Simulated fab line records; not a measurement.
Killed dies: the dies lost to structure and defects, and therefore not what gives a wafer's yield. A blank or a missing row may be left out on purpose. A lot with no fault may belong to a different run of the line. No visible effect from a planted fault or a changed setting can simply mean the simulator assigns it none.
fab line records | flow nand-harc
record lots=24 wafers=72 last-day=33
route steps=1302 shown A_CONTACT@1049
lots untouched by any fault: they come from a run of this same line in which no faults occurred
start-h: start of the lot's first displayed wafer, in hours after the record's first day | wait-h: how many hours have passed since the lot's step before this one | " repeats the value in the row above | L1.1+2: a single row standing in for several wafers | - no value, or no start was given | * or withheld: withheld | < > ~ a bound
route shown NAME@n: names a module that has steps shown in the file, with the first one's number in the route | usual: the fault-free wafers' mean and standard deviation | same: alike in all rows | chamber/n: place in a boat | sites: readings site by site | _std_site: standard deviation across them | _edge_site: outer sites' mean less inner sites' | radius-mm: how far each site lies from the wafer's centre | mask NAME#n: copy n | behind: the last tool/chamber to shape the wafer | hold: why the lot went on hold/how many hours it stayed there/how the hold came to an end | device: whichever transistor did not switch (one of n, p or np) | end of line: tests of these same wafers at the route's end | for a step that has no rows: nothing shown but its recipe | killed: not the wafer's yield, but the dies lost to structure and defects at the first sort | map: a wafer's dies, marking killed ones x, the rest . and places with no die _
set.NAME: the setting that was run; set.NAME@STEP: the one run at that earlier step | model.NAME: the simulator's own value behind a step, which no gauge read
the route's steps for a sample of lots (tables are steps, rows are wafers)
services: the hour from which a tool's chamber was out of use, counted from the record's first day as start-h (under 0 if before that day), plus the number of hours and why
## steps
# step NHARC_A_CONTACT_ETCH_126
# recipe source-w=withheld pressure-mtorr=20 bias-v=3000 time-s=197 target-depth-a=19180 ar-flow-sccm=withheld c4f8-flow-sccm=withheld o2-flow-sccm=withheld chemistry=C4F8/O2/Ar
# columns lot.wafer tool chamber start-h wait-h rf-hours-counter-h
L074.1 har-cap-etch-03 1 525.58 0.1 44
L074.3 " 1 " " -
L074.4 " 0 " " -
L077.2 har-cap-etch-03 1 541.35 0.2 50
L077.5 " 1 " " -
L077.6 " 0 " " -
L075.2 har-cap-etch-02 0 546.68 0.1 89
L075.3 " 1 " " -
L075.6 " 1 " " -
L076.2 har-cap-etch-01 1 546.87 0.1 10
L076.3 " 0 " " -
L076.5 " 1 " " -
L079.1 har-cap-etch-02 0 551.15 0.1 91
L079.5 " 0 " " -
L079.6 " 1 " " -
L078.2 har-cap-etch-01 1 571.04 0.1 16
L078.3 " 0 " " -
L078.6 " 0 " " -
L080.1 har-cap-etch-03 0 571.40 0.1 57
L080.2 " 1 " " 57
L080.6 " 0 " " -
L082.1 har-cap-etch-02 0 588.48 0.2 99
L082.3 " 0 " " -
L082.6 " 0 " " -
L081.1 har-cap-etch-03 1 593.24 0.1 60
L081.3 " 1 " " -
L081.6 " 1 " " -
L083.1 har-cap-etch-02 1 610.16 0.1 103
L083.5 " 1 " " -
L083.6 " 0 " " -
L084.2 har-cap-etch-03 0 610.89 0.1 64
L084.1 " 1 " " 64
L084.3 " 1 " " -
L085.1 har-cap-etch-01 1 625.37 0.1 26
L085.4 " 1 " " -
L085.6 " 1 " " -
L086.2 har-cap-etch-02 0 640.81 0.1 108
L086.4 " 0 " " -
L086.5 " 0 " " -
L087.2 har-cap-etch-02 0 651.58 0.1 110
L087.1 " 1 " " 110
L087.4 " 0 " " -
L089.1 har-cap-etch-01 1 657.96 0.1 32
L089.2 " 0 " " 32
L089.3 " 1 " " -
L088.4 har-cap-etch-02 1 659.45 0.1 -
L088.3 " 0 " " -
L088.6 " 0 " " -
L090.1 har-cap-etch-02 0 675.47 0.1 115
L090.6 " 1 " " -
L090.5 " 0 " " -
L093.2 har-cap-etch-02 0 693.76 0.1 118
L093.1 " 1 " " 118
L093.5 " 0 " " -
L091.2 har-cap-etch-01 1 697.25 0.2 41
L091.5 " 1 " " -
L091.6 " 0 " " -
L092.2 har-cap-etch-03 1 700.70 0.1 80
L092.4 " 0 " " -
L092.3 " 1 " " -
L094.2 har-cap-etch-02 0 701.46 0.1 120
L094.3 " 0 " " -
L094.5 " 1 " " -
L095.2 har-cap-etch-01 0 718.51 0.1 45
L095.1 " 1 " " 45
L095.3 " 0 " " -
L096.1 har-cap-etch-03 1 735.81 0.1 86
L096.2 " 0 " " 86
L096.4 " 1 " " -
L097.2 har-cap-etch-02 1 740.99 0.1 126
L097.4 " 0 " " -
L097.6 " 1 " " -
# step NHARC_A_CONTACT_CD_MEAS_80
# usual cd-nm=290.0/0.79
# columns lot.wafer tool chamber start-h wait-h cd-nm
L074.1 cd-sem-01 - 527.83 - 288.8
L074.3 " - " " 289.5
L074.4 " - " " 290.1
L077.2 cd-sem-01 - 543.59 - 289.9
L077.5 " - " " 290.2
L077.6 " - " " 290.4
L075.2 cd-sem-01 - 548.92 - 290.7
L075.3 " - " " 291.2
L075.6 " - " " 290.6
L076.2 cd-sem-03 - 549.25 - 289.7
L076.3 " - " " 290.1
L076.5 " - " " 289.9
L079.1 cd-sem-01 - 553.79 - 290.4
L079.5 " - " " 290.4
L079.6 " - " " 290.3
L078.2 cd-sem-02 - 573.26 - 290.9
L078.3 " - " " 291.3
L078.6 " - " " 291.1
L080.1 cd-sem-01 - 573.65 - 290.1
L080.2 " - " " 289.4
L080.6 " - " " 289.6
L082.1 cd-sem-02 - 590.69 - 290.9
L082.3 " - " " 290.5
L082.6 " - " " 290.2
L081.1 cd-sem-02 - 595.48 - 289.7
L081.3 " - " " 289.4
L081.6 " - " " 290.7
L083.1 cd-sem-03 - 612.41 - 289.4
L083.5 " - " " 289.0
L083.6 " - " " 290.2
L084.1 cd-sem-03 - 613.16 - 289.5
L084.2 " - " " 289.0
L084.3 " - " " 289.5
L085.1 cd-sem-02 - 627.61 - 290.5
L085.4 " - " " 289.7
L085.6 " - " " 290.9
L086.2 cd-sem-02 - 643.05 - 289.0
L086.4 " - " " 290.0
L086.5 " - " " 289.7
L087.1 cd-sem-02 - 653.83 - 290.5
L087.2 " - " " 291.0
L087.4 " - " " 289.9
L089.1 cd-sem-03 - 660.20 - 290.0
L089.2 " - " " 291.3
L089.3 " - " " 290.3
L088.3 cd-sem-03 - 661.64 - 290.7
L088.4 " - " " 289.9
L088.6 " - " " 290.2
L090.1 cd-sem-03 - 677.68 - 290.3
L090.5 " - " " 290.9
L090.6 " - " " 291.5
L093.1 cd-sem-01 - 696.01 - 289.9
L093.2 " - " " 290.2
L093.5 " - " " 290.1
L091.2 cd-sem-02 - 700.14 - 287.4
L091.5 " - " " 287.4
L091.6 " - " " 288.2
L092.2 cd-sem-01 - 703.00 - 289.9
L092.3 " - " " 290.4
L092.4 " - " " 290.1
L094.2 cd-sem-02 - 703.77 - 289.8
L094.3 " - " " 289.6
L094.5 " - " " 289.8
L095.1 cd-sem-01 - 720.75 - 291.1
L095.2 " - " " 290.5
L095.3 " - " " 290.3
L096.1 cd-sem-02 - 738.05 - 290.2
L096.2 " - " " 290.4
L096.4 " - " " 290.3
L097.2 cd-sem-02 - 743.20 - 289.3
L097.4 " - " " 289.4
L097.6 " - " " 289.8
# step NHARC_A_CONTACT_CD_MEAS_08
# recipe target-cd-nm=200 landing-energy-ev=500
# usual cd-nm=200.2/0.53
# columns lot.wafer tool chamber start-h wait-h cd-nm
L074.1 cd-sem-03 0 536.81 - 200.2
L074.3 " 0 " " 200.7
L074.4 " 0 " " 200.3
L077.2 cd-sem-01 0 552.37 - 200.9
L077.5 " 0 " " 200.4
L077.6 " 0 " " 200.4
L075.2 cd-sem-03 0 559.77 - 199.9
L075.3 " 0 " " 200.3
L075.6 " 0 " " 199.6
L076.2 cd-sem-01 0 559.96 - 200.1
L076.3 " 0 " " 200.2
L076.5 " 0 " " 199.4
L079.1 cd-sem-02 0 563.87 - 199.8
L079.5 " 0 " " 199.8
L079.6 " 0 " " 199.8
L078.2 cd-sem-02 0 576.64 - 200.2
L078.3 " 0 " " 200.1
L078.6 " 0 " " 199.8
L080.1 cd-sem-03 0 577.28 - 198.9
L080.2 " 0 " " 200.3
L080.6 " 0 " " 200.5
L082.1 cd-sem-02 0 594.02 - 200.3
L082.3 " 0 " " 200.3
L082.6 " 0 " " 200.1
L081.1 cd-sem-03 0 598.77 - 200.6
L081.3 " 0 " " 199.9
L081.6 " 0 " " 200.1
L083.1 cd-sem-03 0 616.39 - 199.0
L083.5 " 0 " " 200.1
L083.6 " 0 " " 200.0
L084.1 cd-sem-02 0 620.01 - 200.4
L084.2 " 0 " " 201.0
L084.3 " 0 " " 200.4
L085.1 cd-sem-03 0 631.11 - 200.5
L085.4 " 0 " " 199.8
L085.6 " 0 " " 200.6
L086.2 cd-sem-03 0 651.02 - 201.0
L086.4 " 0 " " 200.1
L086.5 " 0 " " 200.5
L087.1 cd-sem-03 0 659.33 - 200.4
L087.2 " 0 " " 199.9
L087.4 " 0 " " 200.0
L089.1 cd-sem-02 0 664.51 - 199.7
L089.2 " 0 " " 199.8
L089.3 " 0 " " 199.6
L088.3 cd-sem-03 0 665.05 - 200.3
L088.4 " 0 " " 202.1
L088.6 " 0 " " 200.4
L090.1 cd-sem-02 0 685.46 - 200.1
L090.5 " 0 " " 200.0
L090.6 " 0 " " 199.8
L093.1 cd-sem-01 0 700.29 - 200.4
L093.2 " 0 " " 200.1
L093.5 " 0 " " 200.7
L091.2 cd-sem-02 0 703.54 - 199.8
L091.5 " 0 " " 200.6
L091.6 " 0 " " 199.9
L092.2 cd-sem-03 0 706.83 - 199.9
L092.3 " 0 " " 201.0
L092.4 " 0 " " 199.9
L094.2 cd-sem-02 0 708.17 - 200.1
L094.3 " 0 " " 200.4
L094.5 " 0 " " 199.5
L095.1 cd-sem-01 0 724.22 - 200.2
L095.2 " 0 " " 200.0
L095.3 " 0 " " 199.9
L096.1 cd-sem-01 0 748.06 - 200.8
L096.2 " 0 " " 201.1
L096.4 " 0 " " 199.6
L097.2 cd-sem-01 0 748.22 - 199.1
L097.4 " 0 " " 199.4
L097.6 " 0 " " 199.9
# step NHARC_A_CONTACT_INSPECT_10
# usual raw-defect-count=81/37
# columns lot.wafer tool chamber start-h wait-h raw-defect-count
L074.1 defect-inspect-02 - 536.94 0.0 73
L074.3 " - " " 107
L074.4 " - " " 85
L077.2 defect-inspect-02 - 552.49 0.0 55
L077.5 " - " " 34
L077.6 " - " " 55
L075.2 defect-inspect-01 - 559.90 0.0 90
L075.3 " - " " 115
L075.6 " - " " 117
L076.2 defect-inspect-02 - 560.09 0.0 12
L076.3 " - " " 18
L076.5 " - " " 21
L079.1 defect-inspect-02 - 563.99 0.0 116
L079.5 " - " " 91
L079.6 " - " " 111
L078.2 defect-inspect-01 - 576.77 0.0 112
L078.3 " - " " 106
L078.6 " - " " 90
L080.1 defect-inspect-01 - 577.40 0.0 57
L080.2 " - " " 68
L080.6 " - " " 50
L082.1 defect-inspect-02 - 594.14 0.0 148
L082.3 " - " " 158
L082.6 " - " " 163
L081.1 defect-inspect-01 - 598.89 0.0 71
L081.3 " - " " 96
L081.6 " - " " 75
L083.1 defect-inspect-02 - 616.52 0.0 155
L083.5 " - " " 149
L083.6 " - " " 138
L084.1 defect-inspect-02 - 620.14 0.0 20
L084.2 " - " " 26
L084.3 " - " " 18
L085.1 defect-inspect-02 - 631.23 0.0 61
L085.4 " - " " 56
L085.6 " - " " 55
L086.2 defect-inspect-02 - 651.15 0.0 53
L086.4 " - " " 50
L086.5 " - " " 41
L087.1 defect-inspect-02 - 659.46 0.0 70
L087.2 " - " " 66
L087.4 " - " " 69
L089.1 defect-inspect-01 - 664.65 0.1 40
L089.2 " - " " 26
L089.3 " - " " 23
L088.3 defect-inspect-01 - 665.17 0.0 135
L088.4 " - " " 140
L088.6 " - " " 142
L090.1 defect-inspect-02 - 685.58 0.0 106
L090.5 " - " " 106
L090.6 " - " " 103
L093.1 defect-inspect-01 - 700.42 0.0 38
L093.2 " - " " 28
L093.5 " - " " 31
L091.2 defect-inspect-02 - 703.66 0.0 67
L091.5 " - " " 81
L091.6 " - " " 72
L092.2 defect-inspect-01 - 706.96 0.0 64
L092.3 " - " " 79
L092.4 " - " " 69
L094.2 defect-inspect-01 - 708.30 0.0 88
L094.3 " - " " 100
L094.5 " - " " 102
L095.1 defect-inspect-02 - 724.36 0.1 113
L095.2 " - " " 103
L095.3 " - " " 101
L096.1 defect-inspect-01 - 748.18 0.0 77
L096.2 " - " " 99
L096.4 " - " " 84
L097.2 defect-inspect-01 - 748.34 0.0 98
L097.4 " - " " 87
L097.6 " - " " 92
# step NHARC_A_CONTACT_ETCH_88
# recipe target-depth-a=390 over-etch-frac=0.3 time-s=65 ion-energy-ev=80 cf4-flow-sccm=150 ar-flow-sccm=0 rf-w=300 bias-w=100 chemistry=CF4
# usual drypump-motor-current-A=5.7/0.38 oes-product-au=1.002/0.011 rf-vpp-V=150.9/1.3 showerhead-plenum-p-Torr=1.74/0.079 throttle-valve-pct=13.284/0.0091
# columns lot.wafer tool chamber start-h wait-h drypump-motor-current-A oes-product-au rf-hours-counter-h rf-vpp-V showerhead-plenum-p-Torr throttle-valve-pct
L074.1 rie-diel-13 3 537.10 0.1 5.8 0.995 2 151.8 1.75 13.290
L074.4 " 0 " " 5.4 0.993 3 152.8 1.91 13.287
L074.3 " 1 " " 6.2 1.017 3 150.6 1.68 13.282
L077.2 rie-diel-04 2 552.66 0.1 6.1 1.012 5 148.6 1.70 13.289
L077.5 " 1 " " 5.5 1.020 - 150.5 1.72 13.273
L077.6 " 2 " " 6.1 1.009 - 149.3 1.70 13.286
L075.2 rie-diel-04 0 560.05 0.1 5.1 1.024 7 152.4 1.86 13.273
L075.3 " 2 " " 6.1 1.009 7 150.1 1.70 13.292
L075.6 " 1 " " 5.5 1.014 - 152.0 1.72 13.280
L076.3 rie-diel-13 3 560.24 0.1 5.8 1.000 8 150.9 1.75 13.271
L076.2 " 0 " " 5.4 1.001 10 152.5 1.91 13.286
L076.5 " 1 " " 6.1 1.023 - 150.1 1.68 13.284
L079.1 rie-diel-13 0 564.15 0.1 5.4 0.989 10 151.2 1.91 13.285
L079.5 " 2 " " 6.2 0.994 - 151.1 1.67 13.295
L079.6 " 3 " " 5.8 0.998 - 150.3 1.75 13.280
L078.2 rie-diel-08 3 577.04 0.1 5.8 1.007 0 150.4 1.72 13.282
L078.3 " 0 " " 5.2 1.002 10 148.7 1.65 13.290
L078.6 " 3 " " 5.8 0.995 - 150.1 1.72 13.292
L080.1 rie-diel-04 1 577.67 0.2 5.5 1.025 12 150.5 1.72 13.278
L080.2 " 3 " " 5.5 1.011 13 149.9 1.79 13.289
L080.6 " 2 " " 6.1 1.001 - 150.8 1.70 13.284
L082.3 rie-diel-13 3 594.30 0.1 5.8 0.996 13 152.1 1.75 13.270
L082.1 " 1 " " 6.2 0.996 16 149.7 1.68 13.275
L082.6 " 3 " " 5.8 0.990 - 150.2 1.75 13.277
L081.3 rie-diel-13 1 599.05 0.1 6.1 1.008 18 149.2 1.68 13.287
L081.1 " 2 " " 6.3 0.989 16 149.4 1.67 13.266
L081.6 " 3 " " 5.8 0.986 - 151.7 1.75 13.292
L083.1 rie-diel-13 3 616.67 0.1 5.8 1.014 17 150.2 1.75 13.282
L083.5 " 2 " " 6.3 0.997 - 149.7 1.67 13.293
L083.6 " 3 " " 5.8 1.006 - 150.2 1.75 13.276
L084.1 rie-diel-08 1 620.28 0.1 5.8 0.999 27 149.4 1.76 13.276
L084.3 " 2 " " 5.9 1.008 4 149.5 1.72 13.297
L084.2 " 0 " " 5.3 1.004 27 149.1 1.65 13.296
L085.1 rie-diel-13 0 631.39 0.1 5.4 1.005 23 154.1 1.90 13.286
L085.4 " 1 " " 6.2 1.019 24 150.5 1.68 13.292
L085.6 " 0 " " 5.4 0.996 - 153.1 1.90 13.282
L086.4 rie-diel-13 2 651.29 0.1 6.3 0.987 25 151.0 1.67 13.280
L086.2 " 3 " " 5.7 0.992 23 150.8 1.75 13.292
L086.5 " 2 " " 6.3 0.977 - 150.0 1.67 13.274
L087.2 rie-diel-13 0 659.61 0.1 5.4 0.986 28 153.4 1.90 13.300
L087.1 " 1 " " 6.2 1.008 28 149.3 1.68 13.280
L087.4 " 2 " " 6.3 0.994 26 150.4 1.67 13.285
L089.1 rie-diel-13 0 664.79 0.1 5.4 0.989 29 152.4 1.90 13.286
L089.2 " 1 " " 6.2 1.003 29 150.5 1.68 13.285
L089.3 " 2 " " 6.3 1.000 27 150.9 1.67 13.294
L088.4 rie-diel-08 0 665.33 0.1 5.3 0.996 44 149.6 1.64 13.304
L088.3 " 2 " " 5.9 0.997 26 149.5 1.71 13.274
L088.6 " 3 " " 5.8 0.991 - 148.7 1.71 13.290
L090.1 rie-diel-08 0 685.76 0.1 5.3 1.008 49 149.9 1.64 13.270
L090.5 " 3 " " 5.8 1.005 - 151.3 1.71 13.278
L090.6 " 0 " " 5.3 1.010 - 148.9 1.64 13.261
L093.2 rie-diel-04 2 700.76 0.3 6.2 1.006 57 150.9 1.68 13.287
L093.1 " 3 " " 5.5 1.015 49 151.2 1.78 13.297
L093.5 " 2 " " 6.1 1.007 - 150.2 1.68 13.278
L091.2 rie-diel-08 3 703.84 0.1 5.8 1.000 49 151.5 1.71 13.289
L091.6 " 3 " " 5.8 1.002 - 151.4 1.71 13.280
L091.5 " 0 " " 5.2 1.009 - 149.6 1.64 13.278
L092.3 rie-diel-04 3 707.12 0.1 5.5 1.009 51 152.1 1.78 13.278
L092.2 " 0 " " 5.1 1.014 55 151.9 1.84 13.293
L092.4 " 2 " " 6.1 1.004 - 149.8 1.68 13.287
L094.2 rie-diel-04 2 708.47 0.1 6.1 1.007 59 150.0 1.68 13.297
L094.3 " 3 " " 5.4 0.993 51 150.0 1.78 13.268
L094.5 " 2 " " 6.1 1.000 - 149.7 1.68 13.277
L095.1 rie-diel-04 2 724.52 0.1 6.1 0.993 3 149.4 1.68 13.275
L095.3 " 3 " " 5.4 0.999 2 150.6 1.78 13.285
L095.2 " 0 " " 5.1 0.997 3 150.6 1.84 13.297
L096.2 rie-diel-13 0 748.33 0.1 5.4 1.023 4 152.3 1.90 13.284
L096.1 " 1 " " 6.2 0.995 4 149.7 1.67 13.291
L096.4 " 3 " " 5.8 0.992 5 151.2 1.74 13.278
L097.4 rie-diel-13 0 748.66 0.2 5.4 1.015 4 153.4 1.90 13.270
L097.2 " 1 " " 6.1 0.993 4 151.3 1.67 13.281
L097.6 " 1 " " 6.2 0.991 - 149.0 1.67 13.307
# step NHARC_A_CONTACT_ETCH_139
# recipe source-w=withheld pressure-mtorr=20 bias-v=400 time-s=195 target-depth-a=8400 ar-flow-sccm=withheld c4f8-flow-sccm=11.5 o2-flow-sccm=7.2 chemistry=C4F8/O2/Ar
# columns lot.wafer tool chamber start-h wait-h rf-hours-counter-h
L074.1 har-cap-etch-03 1 539.44 0.2 50
L074.4 " 1 " " -
L074.3 " 0 " " -
L077.2 har-cap-etch-03 0 555.18 0.2 54
L077.5 " 0 " " -
L077.6 " 1 " " -
L075.2 har-cap-etch-01 1 562.41 0.2 15
L075.3 " 0 " " -
L075.6 " 0 " " -
L076.2 har-cap-etch-03 0 562.59 0.2 57
L076.3 " 1 " " -
L076.5 " 0 " " -
L079.1 har-cap-etch-02 1 566.47 0.2 96
L079.6 " 1 " " -
L079.5 " 0 " " -
L078.2 har-cap-etch-01 1 579.71 0.2 18
L078.3 " 0 " " -
L078.6 " 0 " " -
L080.1 har-cap-etch-03 1 580.01 0.2 60
L080.2 " 0 " " 60
L080.6 " 1 " " -
L082.1 har-cap-etch-01 1 597.06 0.3 22
L082.3 " 0 " " -
L082.6 " 0 " " -
L081.1 har-cap-etch-01 1 601.80 0.3 23
L081.3 " 0 " " -
L081.6 " 1 " " -
L083.1 har-cap-etch-02 1 619.08 0.2 105
L083.6 " 0 " " -
L083.5 " 1 " " -
L084.2 har-cap-etch-03 1 622.62 0.2 67
L084.1 " 0 " " 67
L084.3 " 0 " " -
L085.1 har-cap-etch-03 1 633.75 0.2 68
L085.4 " 0 " " -
L085.6 " 0 " " -
L086.2 har-cap-etch-03 1 654.10 0.3 72
L086.4 " 1 " " -
L086.5 " 0 " " -
L087.2 har-cap-etch-03 1 661.94 0.2 73
L087.1 " 0 " " 73
L087.4 " 0 " " -
L089.2 har-cap-etch-02 1 667.12 0.2 114
L089.1 " 0 " " 114
L089.3 " 1 " " -
L088.4 har-cap-etch-03 1 667.87 0.2 -
L088.3 " 0 " " -
L088.6 " 0 " " -
L090.1 har-cap-etch-02 0 688.14 0.2 118
L090.6 " 1 " " -
L090.5 " 0 " " -
L093.2 har-cap-etch-01 1 703.29 0.2 44
L093.1 " 0 " " 44
L093.5 " 1 " " -
L091.2 har-cap-etch-03 1 706.37 0.2 82
L091.6 " 0 " " -
L091.5 " 1 " " -
L092.2 har-cap-etch-01 0 709.68 0.2 45
L092.4 " 1 " " -
L092.3 " 0 " " -
L094.2 har-cap-etch-03 1 710.92 0.2 84
L094.3 " 1 " " -
L094.5 " 1 " " -
L095.2 har-cap-etch-03 1 726.86 0.2 85
L095.1 " 0 " " 85
L095.3 " 0 " " -
L096.2 har-cap-etch-03 1 750.83 0.2 88
L096.1 " 0 " " 88
L096.4 " 0 " " -
L097.2 har-cap-etch-02 1 751.22 0.2 129
L097.4 " 0 " " -
L097.6 " 0 " " -
## services
# columns tool chamber start-h hours kind
har-cap-etch-01 0 514.00 - clean
har-cap-etch-01 1 514.00 - clean
rie-diel-13 0 515.79 - consumable-replace:showerhead
rie-diel-13 0 515.79 9.0 scheduled-down
rie-diel-13 0 515.79 9.0 vent-cycle
rie-diel-13 - 519.29 9.0 pm
rie-diel-13 1 519.29 9.0 vent-cycle
rie-diel-13 2 519.29 9.0 vent-cycle
rie-diel-13 3 519.29 11.6 vent-cycle
rie-diel-13 0 528.29 - clean
rie-diel-13 1 528.29 - clean
rie-diel-04 - 532.03 9.0 pm
rie-diel-08 3 538.83 31.0 repair
rie-diel-08 - 545.11 9.0 pm
rie-diel-04 - 557.25 0.3 repair
rie-diel-08 2 560.10 45.4 repair
rie-diel-04 2 613.68 4.1 repair
rie-diel-13 1 618.92 4.5 repair
rie-diel-08 1 681.62 4.2 repair
rie-diel-13 - 696.40 9.0 pm
rie-diel-08 - 722.91 9.0 pm
rie-diel-08 2 740.51 2.4 repair
rie-diel-04 2 744.56 9.4 repair
rie-diel-08 2 745.24 7.4 repair
## key
fault none
